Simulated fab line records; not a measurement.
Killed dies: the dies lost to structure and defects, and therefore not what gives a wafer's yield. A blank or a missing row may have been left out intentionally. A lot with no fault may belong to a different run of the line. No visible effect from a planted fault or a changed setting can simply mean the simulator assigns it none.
fab line records -- flow n5Finfet
record: lots: 7, wafers: 21
route steps=1938 shown BEOL_M13@1673 BEOL_M14@1751 MIM_BOT_LITHO@1858 TV_OPEN@1890
startH: start of the lot's first displayed wafer, in hours after the record's first day -- waitH: hours since the lot's step before -- " as in the row above -- L1.1+2: a single row standing in for several wafers -- - no value, or no start was given -- * or withheld: withheld -- < > ~ a bound
route shown NAME@n: NAME is a module with steps in the file, n the number in the route of the first one -- usual: mean/standard deviation of fault-free wafers -- same: alike in all rows -- chamber/n: place in a boat -- sites: each site's reading -- _std_site: standard deviation across them -- _edge_site: outer sites' mean less inner sites' -- radiusMm: how far each site lies from the wafer's centre -- mask NAME#n: copy n -- behind: the tool/chamber that last shaped the wafer -- hold: reason for holding the lot/hours on hold/outcome of the hold -- device: the transistor (n, p or np) that didn't switch -- end of line: the tests these same wafers got at the end of their route -- where a step has no rows: the recipe by itself -- killed: at the first sort, the dies lost to defects and structure; wafer yield is something else -- map: dies across one wafer; x = killed, . = not, _ = none there
set.NAME: the run value of the setting; set.NAME@STEP: its run value at that earlier step -- model.NAME: the simulator's own value behind a step, which no gauge read
lots whose settings were changed on purpose; a table a step, a row a wafer
== steps ==
step: N5_BEOL_M13_ETCH_59
recipe: chemistry: N2/H2, target: BARC, targetDepthA: 890, overetchA: 267, timeS: 67.9, ionEnergyEv: 200, pressureMtorr: 30, sourceW: 840, biasW: 150, n2FlowSccm: 200, h2FlowSccm: 200
usual: rfVppV: 524.6/2.4
lot.wafer,tool,chamber,startH,waitH,set.biasW,rfVppV
L075.3,rieDiel-06,3,252.90,0.0,141.4,501.8
L075.4,rieDiel-06,1,252.90,0.0,150,526.2
L075.5,rieDiel-06,0,252.90,0.0,141.4,504.7
L076.2,rieDiel-05,1,259.55,0.0,150,525.4
L076.3,rieDiel-05,2,259.55,0.0,150,520.9
L076.6,rieDiel-05,0,259.55,0.0,150,525.5
L085.2,rieDiel-03,1,335.73,0.0,133.1,489.4
L085.3,rieDiel-03,0,335.73,0.0,133.1,485.6
L085.5,rieDiel-03,1,335.73,0.0,150,525.8
L087.1,rieDiel-05,3,339.40,0.0,150,524.0
L087.2,rieDiel-05,2,339.40,0.0,150,519.8
L087.4,rieDiel-05,2,339.40,0.0,150,519.4
L086.3,rieDiel-05,2,344.91,0.0,150,518.6
L086.4,rieDiel-05,0,344.91,0.0,123.6,464.0
L086.6,rieDiel-05,3,344.91,0.0,123.6,463.5
L090.2,rieDiel-03,1,362.71,0.0,123.5,464.5
L090.4,rieDiel-03,0,362.71,0.0,150,524.5
L090.5,rieDiel-03,1,362.71,0.0,150,527.2
L096.1,rieDiel-03,1,393.54,0.0,150,525.7
L096.2,rieDiel-03,0,393.54,0.0,131.2,481.7
L096.3,rieDiel-03,2,393.54,0.0,131.2,484.3
step: N5_BEOL_M14_ETCH_68
recipe: chemistry: N2/H2, target: SOC, maskMaterial: SiARC, sourceW: 3000, biasW: 350, tempC: 40, timeS: 450, ionEnergyEv: 200, pressureMtorr: 30, n2FlowSccm: 200, h2FlowSccm: 200
lot.wafer,tool,chamber,startH,waitH,set.timeS,model.SiARC_of_BEOL_M14_COAT_66.thkNm
L075.3,rieDiel-04,3,263.39,0.1,537.4,56.8
L075.4,rieDiel-04,0,263.39,0.1,450,64.6
L075.5,rieDiel-04,3,263.39,0.1,537.4,57
L076.2+6,rieDiel-02,0,266.89,0.1,450,66.2
L076.3,rieDiel-02,1,266.89,0.1,450,65.2
L085.2,rieDiel-02,3,347.02,0.1,450,66.2
L085.3,rieDiel-02,0,347.02,0.1,450,66
L085.5,rieDiel-02,2,347.02,0.1,499,59.4
L087.1,rieDiel-04,3,348.94,0.1,450,66.2
L087.2,rieDiel-04,0,348.94,0.1,450,64.4
L087.4,rieDiel-04,1,348.94,0.1,509.2,59.8
L086.3,rieDiel-01,2,353.92,0.1,401.6,69.6
L086.4,rieDiel-01,1,353.92,0.1,450,65.6
L086.6,rieDiel-01,0,353.92,0.1,401.6,70.2
L090.2,rieDiel-02,1,373.14,0.1,450,66.4
L090.4,rieDiel-02,1,373.14,0.1,450,66.8
L090.5,rieDiel-02,3,373.14,0.1,450,66.6
L096.1,rieDiel-01,0,402.00,0.1,498.4,61.2
L096.2,rieDiel-01,3,402.00,0.1,498.4,60.6
L096.3,rieDiel-01,2,402.00,0.1,498.4,59.6
step: N5_BEOL_M14_TRENCH_ETCH_34
recipe: chemistry: C4F8/O2/Ar, target: SiO2, targetDepthA: 5566.5, maskMaterial: SOC, heInnerTorr: 15, heOuterTorr: 30, timeS: 126.9, ionEnergyEv: 800, pressureMtorr: 20, sourceW: 1905, biasW: 2040, Ar_flow_sccm: 400, C4F8_flow_sccm: 16, O2_flow_sccm: 12
lot.wafer,tool,chamber,startH,waitH,set.timeS,model.etch.depthNm
L075.3,rieDiel-04,3,263.66,0.0,126.9,546.7
L075.4,rieDiel-04,0,263.66,0.0,115.3,504.6
L075.5,rieDiel-04,3,263.66,0.0,115.3,495.5
L076.2,rieDiel-02,0,267.16,0.0,126.9,538.8
L076.3,rieDiel-02,1,267.16,0.0,126.9,552.8
L076.6,rieDiel-02,0,267.16,0.0,126.9,542.8
L085.2,rieDiel-02,3,347.29,0.0,108.4,468.2
L085.3,rieDiel-02,0,347.29,0.0,126.9,531.1
L085.5,rieDiel-02,2,347.29,0.0,126.9,563.9
L087.1,rieDiel-04,3,349.21,0.0,126.9,545.5
L087.2,rieDiel-04,0,349.21,0.0,126.9,559.4
L087.4,rieDiel-04,1,349.21,0.0,126.9,549
L086.3,rieDiel-01,2,354.20,0.0,149.4,637.7
L086.4,rieDiel-01,1,354.20,0.0,149.4,666
L086.6,rieDiel-01,0,354.20,0.0,126.9,564.1
L090.2,rieDiel-02,1,373.41,0.0,126.9,539.7
L090.4,rieDiel-02,1,373.41,0.0,126.9,540.2
L090.5,rieDiel-02,3,373.41,0.0,140.7,603.9
L096.1,rieDiel-01,0,402.27,0.0,126.9,569.1
L096.2,rieDiel-01,3,402.27,0.0,105.6,450.2
L096.3,rieDiel-01,2,402.27,0.0,126.9,545.9
step: N5_BEOL_M14_STRIP_70
recipe: chemistry: C4F8/O2/Ar, resist: SiARC, rfFrequencyHz: 6e+07
step: N5_BEOL_M14_OCD_MEAS_35
usual: trenchDepthNm: 552/9.3
lot.wafer,tool,chamber,startH,waitH,set.timeS@BEOL_M14_TRENCH_ETCH_34,trenchDepthNm
L075.3,ocd-02,-,263.82,0.0,126.9,547
L075.4,ocd-02,-,263.82,0.0,115.3,505
L075.5,ocd-02,-,263.82,0.0,115.3,496
L076.2,ocd-01,-,267.32,0.0,126.9,540
L076.3,ocd-01,-,267.32,0.0,126.9,553
L076.6,ocd-01,-,267.32,0.0,126.9,543
L085.2,ocd-02,-,347.45,0.0,108.4,469
L085.3,ocd-02,-,347.45,0.0,126.9,531
L085.5,ocd-02,-,347.45,0.0,126.9,564
L087.1,ocd-01,-,349.37,0.0,126.9,546
L087.2,ocd-01,-,349.37,0.0,126.9,560
L087.4,ocd-01,-,349.37,0.0,126.9,549
L086.3,ocd-01,-,354.35,0.0,149.4,638
L086.4,ocd-01,-,354.35,0.0,149.4,666
L086.6,ocd-01,-,354.35,0.0,126.9,564
L090.2,ocd-02,-,373.58,0.0,126.9,539
L090.4,ocd-02,-,373.58,0.0,126.9,540
L090.5,ocd-02,-,373.58,0.0,140.7,604
L096.1,ocd-01,-,402.43,0.0,126.9,569
L096.2,ocd-01,-,402.43,0.0,105.6,450
L096.3,ocd-01,-,402.43,0.0,126.9,546
step: N5_BEOL_M14_STRIP_37
recipe: chemistry: O2, powerW: 600, tempC: 60, pressureMtorr: 30, rfFrequencyHz: 6e+07, biasPowerW: 0, overashFraction: 0.3, o2FlowSccm: 225
step: N5_BEOL_M14_ETCH_38
recipe: chemistry: CF4/N2, target: SiCN, targetDepthA: 1065, taperDeg: 2, timeS: 120.6, ionEnergyEv: 150, maskMaterial: SiO2, pressureMtorr: 40, sourceW: 430, biasW: 70, Ar_flow_sccm: 100, cf4FlowSccm: 60, n2FlowSccm: 60
step: N5_BEOL_M14_ECD_47
recipe: material: Cu, targetThkA: 12480
step: N5_BEOL_M14_ANNEAL_48
recipe: tempC: 225, timeS: 90, ambient: N2
step: N5_BEOL_M14_CMP_49
recipe: stopOn: SiO2, tOverpolishS: 5.2, downForcePsi: 2, platenRpm: 80, clearingPlatenDownForcePsi: 2, clearingPlatenRpm: 80, postCmpClean: cuAlkaline, targetThkNm: 560, clearingPlatenPadVelocityMS: 1.5917, padVelocityMS: 1.5917
lot.wafer,tool,chamber,startH,waitH,set.timeS@BEOL_M14_TRENCH_ETCH_34,model.Cu_of_BEOL_M14_ECD_47.thkNm
L075.4,cmp-03,3,266.88,0.1,115.3,509.6
L075.3,cmp-03,2,266.88,0.1,126.9,552.6
L075.5,cmp-03,0,266.88,0.1,115.3,501.6
L076.3,cmp-03,3,269.57,0.3,126.9,556.2
L076.2,cmp-03,0,269.57,0.3,126.9,542.8
L076.6,cmp-03,2,269.57,0.3,126.9,546.8
L085.3,cmp-02,2,354.22,0.2,126.9,534
L085.2,cmp-02,3,354.22,0.2,108.4,473.4
L085.5,cmp-02,1,354.22,0.2,126.9,566.8
L087.2,cmp-03,1,356.70,0.2,126.9,562.6
L087.4,cmp-03,2,356.70,0.2,126.9,554
L087.1,cmp-03,0,356.70,0.2,126.9,548.6
L086.4,cmp-02,2,360.30,0.1,149.4,669.4
L086.3,cmp-02,3,360.30,0.1,149.4,641.6
L086.6,cmp-02,3,360.30,0.1,126.9,566.2
L090.2,cmp-04,2,376.31,0.3,126.9,544.2
L090.4,cmp-04,3,376.31,0.3,126.9,543.6
L090.5,cmp-04,0,376.31,0.3,140.7,608
L096.2,cmp-02,1,404.11,0.3,105.6,452.4
L096.1,cmp-02,2,404.11,0.3,126.9,571.6
L096.3,cmp-02,3,404.11,0.3,126.9,548
step: N5_BEOL_M14_THK_MEAS_50
recipe: thkMeasGauge: xrf, reads: Cu_of_BEOL_M14_ECD_47
usual: M14_THK: 548/10
lot.wafer,tool,chamber,startH,waitH,set.timeS@BEOL_M14_TRENCH_ETCH_34,M14_THK[nm]
L075.3,filmMetro-01,-,267.18,-,126.9,540
L075.4,filmMetro-01,-,267.18,-,115.3,498
L075.5,filmMetro-01,-,267.18,-,115.3,487
L076.2,filmMetro-01,-,269.83,-,126.9,536
L076.3,filmMetro-01,-,269.83,-,126.9,548
L076.6,filmMetro-01,-,269.83,-,126.9,540
L085.2,filmMetro-02,-,354.48,-,108.4,473
L085.3,filmMetro-02,-,354.48,-,126.9,534
L085.5,filmMetro-02,-,354.48,-,126.9,565
L087.1,filmMetro-02,-,357.00,-,126.9,544
L087.2,filmMetro-02,-,357.00,-,126.9,561
L087.4,filmMetro-02,-,357.00,-,126.9,552
L086.3,filmMetro-02,-,360.60,-,149.4,638
L086.4,filmMetro-02,-,360.60,-,149.4,664
L086.6,filmMetro-02,-,360.60,-,126.9,559
L090.2,filmMetro-01,-,376.53,-,126.9,539
L090.4,filmMetro-01,-,376.53,-,126.9,537
L090.5,filmMetro-01,-,376.53,-,140.7,595
L096.1,filmMetro-02,-,404.37,-,126.9,577
L096.2,filmMetro-02,-,404.37,-,105.6,456
L096.3,filmMetro-02,-,404.37,-,126.9,548
step: N5_BEOL_M14_PRE_CLEAN_52
recipe: gas: NH3, timeS: 15, tempC: withheld, rfPowerW: 300
step: N5_BEOL_M14_DEP_53
recipe: material: SiCN, targetThkA: 500, tempC: withheld, precursor: 3MS/NH3, pressureTorr: 3, rfW: 675, timeS: 17.8
step: N5_BEOL_M14_RS_MEAS_54
recipe: thkMeasGauge: four-point-probe, reads: Cu_of_BEOL_M14_ECD_47+Ta_of_BEOL_M14_SPUTTER_44+TaN_of_BEOL_M14_SPUTTER_43
usual: M14_RS: 0.0335/0.00058
lot.wafer,tool,chamber,startH,waitH,set.timeS@BEOL_M14_TRENCH_ETCH_34,M14_RS[ohm/sq]
L075.3,filmMetro-01,-,267.34,0.1,126.9,0.0336
L075.4,filmMetro-01,-,267.34,0.1,115.3,0.0365
L075.5,filmMetro-01,-,267.34,0.1,115.3,0.0372
L076.2,filmMetro-01,-,269.99,0.1,126.9,0.0343
L076.3,filmMetro-01,-,269.99,0.1,126.9,0.0335
L076.6,filmMetro-01,-,269.99,0.1,126.9,0.0340
L085.2,filmMetro-02,-,354.61,0.1,108.4,0.0395
L085.3,filmMetro-02,-,354.61,0.1,126.9,0.0348
L085.5,filmMetro-02,-,354.61,0.1,126.9,0.0328
L087.1,filmMetro-01,-,357.13,0.0,126.9,0.0339
L087.2,filmMetro-01,-,357.13,0.0,126.9,0.0331
L087.4,filmMetro-01,-,357.13,0.0,126.9,0.0336
L086.3,filmMetro-01,-,360.74,0.1,149.4,0.0289
L086.4,filmMetro-01,-,360.74,0.1,149.4,0.0277
L086.6,filmMetro-01,-,360.74,0.1,126.9,0.0328
L090.2,filmMetro-02,-,376.66,0.1,126.9,0.0342
L090.4,filmMetro-02,-,376.66,0.1,126.9,0.0341
L090.5,filmMetro-02,-,376.66,0.1,140.7,0.0305
L096.1,filmMetro-02,-,404.53,0.1,126.9,0.0325
L096.2,filmMetro-02,-,404.53,0.1,105.6,0.0413
L096.3,filmMetro-02,-,404.53,0.1,126.9,0.0340
step: N5_MIM_BOT_LITHO_EXPOSE_05
recipe: maskId: MIM_BOT, na: 0.55, sourceShape: conventional, sigmaOuter: 0.8, polarization: unpolarized, doseMj: 24.25
lot.wafer,tool,chamber,startH,waitH,mask,set.doseMj
L075.3+4+5,krfScanner-01,0,280.29,-,MIM_BOT#0,24.25
L076.2+3+6,krfScanner-01,0,284.78,-,MIM_BOT#0,24.25
L085.2+5,krfScanner-01,0,367.48,-,MIM_BOT#0,23.21
L085.3,krfScanner-01,0,367.48,-,MIM_BOT#0,24.25
L086.3+4,krfScanner-01,0,375.77,-,MIM_BOT#0,25.94
L086.6,krfScanner-01,0,375.77,-,MIM_BOT#0,24.25
L087.1+4,krfScanner-02,0,378.25,-,MIM_BOT#0,24.25
L087.2,krfScanner-02,0,378.25,-,MIM_BOT#0,25.64
L090.2,krfScanner-02,0,389.20,-,MIM_BOT#0,24.25
L090.4+5,krfScanner-02,0,389.20,-,MIM_BOT#0,25.61
L096.1+3,krfScanner-01,0,415.53,-,MIM_BOT#0,24.25
L096.2,krfScanner-01,0,415.53,-,MIM_BOT#0,22.88
step: N5_MIM_BOT_LITHO_PEB_06
recipe: pebTempC: withheld, pebTimeS: *
lot.wafer,tool,chamber,startH,waitH,set.pebTimeS
L075.3+4+5,lithoTrack-02,0,280.33,0.0,*
L076.2+3+6,lithoTrack-04,0,284.84,0.0,*
L085.2+5,lithoTrack-04,0,367.53,0.0,*
L085.3,lithoTrack-04,0,367.53,0.0,*
L086.3+6,lithoTrack-04,0,375.81,0.0,*
L086.4,lithoTrack-04,0,375.81,0.0,*
L087.1,lithoTrack-02,0,378.30,0.1,*
L087.2+4,lithoTrack-02,0,378.30,0.1,*
L090.2+5,lithoTrack-01,0,389.25,0.0,*
L090.4,lithoTrack-01,0,389.25,0.0,*
L096.1+3,lithoTrack-04,0,415.59,0.1,*
L096.2,lithoTrack-04,0,415.59,0.1,*
step: N5_MIM_BOT_LITHO_DEVELOP_07
recipe: developTimeS: 60, rinseLiquid: diw, dry: airSpin, devTempC: 21
step: N5_MIM_BOT_LITHO_HARDBAKE_09
recipe: tempC: 130, timeS: 120
step: N5_MIM_BOT_LITHO_CD_MEAS_08
recipe: targetCdNm: 3000, landingEnergyEv: 500, detector: seInlens, polarity: opening
usual: cdNm: 2998.6/1.7
lot.wafer,tool,chamber,startH,waitH,set.doseMj@MIM_BOT_LITHO_EXPOSE_05,cdNm
L075.3,cdSem-03,0,280.45,-,24.25,3002.2
L075.4,cdSem-03,0,280.45,-,24.25,2999.5
L075.5,cdSem-03,0,280.45,-,24.25,3001.0
L076.2,cdSem-01,0,284.96,-,24.25,2999.4
L076.3,cdSem-01,0,284.96,-,24.25,2999.8
L076.6,cdSem-01,0,284.96,-,24.25,2998.7
L085.2,cdSem-03,0,367.65,-,23.21,2988.5
L085.3,cdSem-03,0,367.65,-,24.25,2998.5
L085.5,cdSem-03,0,367.65,-,23.21,2987.2
L086.3,cdSem-01,0,375.94,-,25.94,3012.3
L086.4,cdSem-01,0,375.94,-,25.94,3006.5
L086.6,cdSem-01,0,375.94,-,24.25,3000.1
L087.1,cdSem-01,0,378.42,-,24.25,3002.8
L087.2,cdSem-01,0,378.42,-,25.64,3009.9
L087.4,cdSem-01,0,378.42,-,24.25,2996.4
L090.2,cdSem-03,0,389.37,-,24.25,2991.1
L090.4,cdSem-03,0,389.37,-,25.61,3006.4
L090.5,cdSem-03,0,389.37,-,25.61,3000.2
L096.1,cdSem-01,0,415.71,-,24.25,3001.0
L096.2,cdSem-01,0,415.71,-,22.88,2988.2
L096.3,cdSem-01,0,415.71,-,24.25,2998.0
step: N5_PASSIVATION_ETCH_15
recipe: chemistry: CF4/N2, target: SiCN, targetDepthA: 750, taperDeg: 2, timeS: 81.2, ionEnergyEv: 150, maskMaterial: SiNx, pressureMtorr: 40, sourceW: 430, biasW: 70, Ar_flow_sccm: 100, cf4FlowSccm: 60, n2FlowSccm: 60
usual: rfVppV: 382.5/1.8
lot.wafer,tool,chamber,startH,waitH,set.biasW,rfVppV
L075.3,rieDiel-03,1,-,-,70,381.5
L075.4,rieDiel-03,0,-,-,70,383.0
L075.5,rieDiel-03,3,-,-,70,381.0
L076.2,rieDiel-05,1,-,-,70,383.2
L076.3,rieDiel-05,2,-,-,70,378.9
L076.6,rieDiel-05,2,-,-,70,380.6
L085.2,rieDiel-05,0,-,-,70,385.0
L085.3,rieDiel-05,1,-,-,70,381.7
L085.5,rieDiel-05,0,-,-,70,382.3
L087.1,rieDiel-05,0,-,-,70,383.4
L087.2,rieDiel-05,3,-,-,78.78,411.9
L087.4,rieDiel-05,1,-,-,70,383.9
L086.3,rieDiel-06,1,-,-,70,383.7
L086.4,rieDiel-06,3,-,-,70,380.3
L086.6,rieDiel-06,2,-,-,70,382.0
L090.2,rieDiel-03,2,-,-,70,383.7
L090.4,rieDiel-03,0,-,-,70,382.4
L090.5,rieDiel-03,1,-,-,70,383.4
L096.1,rieDiel-06,3,-,-,76.83,403.7
L096.2,rieDiel-06,1,-,-,70,384.3
L096.3,rieDiel-06,2,-,-,70,380.1
== key ==
split: step: N5_BEOL_M13_ETCH_59, setting: biasW, stated: 150, by: wafer
response: step: N5_BEOL_M13_ETCH_59, reading: rfVppV, change: +3.35, per: 1%, r: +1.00
split: step: N5_BEOL_M14_ETCH_68, setting: timeS, stated: 450, by: wafer
response: step: N5_BEOL_M14_ETCH_68, reading: model.SiARC_of_BEOL_M14_COAT_66.thkNm, change: -0.435, per: 1%, r: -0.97
split: step: N5_BEOL_M14_TRENCH_ETCH_34, setting: timeS, stated: 126.9, by: wafer
response: step: N5_BEOL_M14_TRENCH_ETCH_34, reading: model.etch.depthNm, change: +5.58, per: 1%, r: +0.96
response: step: N5_BEOL_M14_OCD_MEAS_35, reading: trenchDepthNm, change: +5.58, per: 1%, r: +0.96
response: step: N5_BEOL_M14_CMP_49, reading: model.Cu_of_BEOL_M14_ECD_47.thkNm, change: +5.58, per: 1%, r: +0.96
response: step: N5_BEOL_M14_THK_MEAS_50, reading: M14_THK, change: +5.53, per: 1%, r: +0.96
response: step: N5_BEOL_M14_RS_MEAS_54, reading: M14_RS, change: -0.000363, per: 1%, r: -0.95
split: step: N5_MIM_BOT_LITHO_EXPOSE_05, setting: doseMj, stated: 24.25, by: wafer
response: step: N5_MIM_BOT_LITHO_CD_MEAS_08, reading: cdNm, change: +1.85, per: 1%, r: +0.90
split: step: N5_MIM_BOT_LITHO_PEB_06, setting: pebTimeS, stated: *, by: wafer
response none clear
split: step: N5_PASSIVATION_ETCH_15, setting: biasW, stated: 70, by: wafer
response: step: N5_PASSIVATION_ETCH_15, reading: rfVppV, change: +2.23, per: 1%, r: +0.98
